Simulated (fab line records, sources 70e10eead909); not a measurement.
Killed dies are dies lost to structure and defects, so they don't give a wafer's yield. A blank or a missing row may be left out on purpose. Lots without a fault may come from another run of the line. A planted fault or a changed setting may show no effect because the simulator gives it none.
Chamber matching | flow nand_harc | NHARC_A_STAIRCASE_DESCUM_168 on rie_diel-05: 4 sister chambers
The step chemistry O2, time 3 s. 14 wafers are shown with their chamber, then 7 later ones without.

WAFERS WITH THEIR CHAMBER
wafer  | chamber | drypump_motor_current_A (A) | showerhead_plenum_p_Torr (Torr) | oes_product_au (a.u.)
L651.3 | 0       | 6.1                         | 1.92                            | 0.997
L651.4 | 2       | 6.2                         | 1.89                            | 0.987
L651.5 | 3       | 4.9                         | 1.84                            | 0.992
L653.1 | 1       | 4.8                         | 1.97                            | 1.013
L653.4 | 3       | 4.9                         | 1.83                            | 1.012
L653.6 | 3       | 4.9                         | 1.83                            | 0.992
L655.1 | 1       | 4.8                         | 1.96                            | 1.006
L655.2 | 2       | 6.3                         | 1.88                            | 0.994
L655.6 | 3       | 4.9                         | 1.83                            | 0.999
L657.2 | 2       | 6.2                         | 1.88                            | 0.987
L657.3 | 1       | 4.8                         | 1.96                            | 1.001
L657.6 | 2       | 6.2                         | 1.88                            | 0.994
L660.4 | 1       | 4.8                         | 1.96                            | 1.005
L660.5 | 1       | 4.8                         | 1.96                            | 1.001

SIGNATURES (means of the wafers above)
reading                  | chamber 0 | chamber 1 | chamber 2 | chamber 3 | scatter within a chamber
drypump_motor_current_A  | 6.100     | 4.800     | 6.225     | 4.900     | 0.0274
showerhead_plenum_p_Torr | 1.9200    | 1.9620    | 1.8825    | 1.8325    | 0.0048
oes_product_au           | 0.99700   | 1.00520   | 0.99050   | 0.99875   | 0.00642
Rule: a wafer's distance from a chamber is the root of the sum, over the readings, of the square of ((its reading less the chamber's mean) divided by the reading's scatter). The wafer belongs to the nearest chamber; if the next one is less than 2 further off, it can't be placed. The scatter: the root of (the sum of the squares of (reading less its chamber's mean) over the shown wafers, divided by (wafers less chambers)).

WAFERS WITHOUT THEIR CHAMBER
wafer  | drypump_motor_current_A (A) | showerhead_plenum_p_Torr (Torr) | oes_product_au (a.u.)
L660.6 | 6.2                         | 1.88                            | 0.983
L661.1 | 4.9                         | 1.83                            | 0.994
L661.3 | 6.2                         | 1.88                            | 0.994
L661.5 | 4.7                         | 1.96                            | 1.004
L668.1 | 6.1                         | 1.90                            | 1.007
L668.3 | 4.8                         | 1.95                            | 1.008
L668.6 | 6.1                         | 1.90                            | 1.006

WHICH CHAMBER EACH WENT THROUGH
wafer  | from the rows above     | in truth
L660.6 | 2                       | 2
L661.1 | 3                       | 3
L661.3 | 2                       | 2
L661.5 | 1                       | 1
L668.1 | can't be placed: 0 or 2 | 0
L668.3 | 1                       | 1
L668.6 | can't be placed: 0 or 2 | 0
Placed correctly: 5 of 7. Can't be placed from these rows: 2 (the true chamber is among the candidates in 2). Placed wrongly: 0.
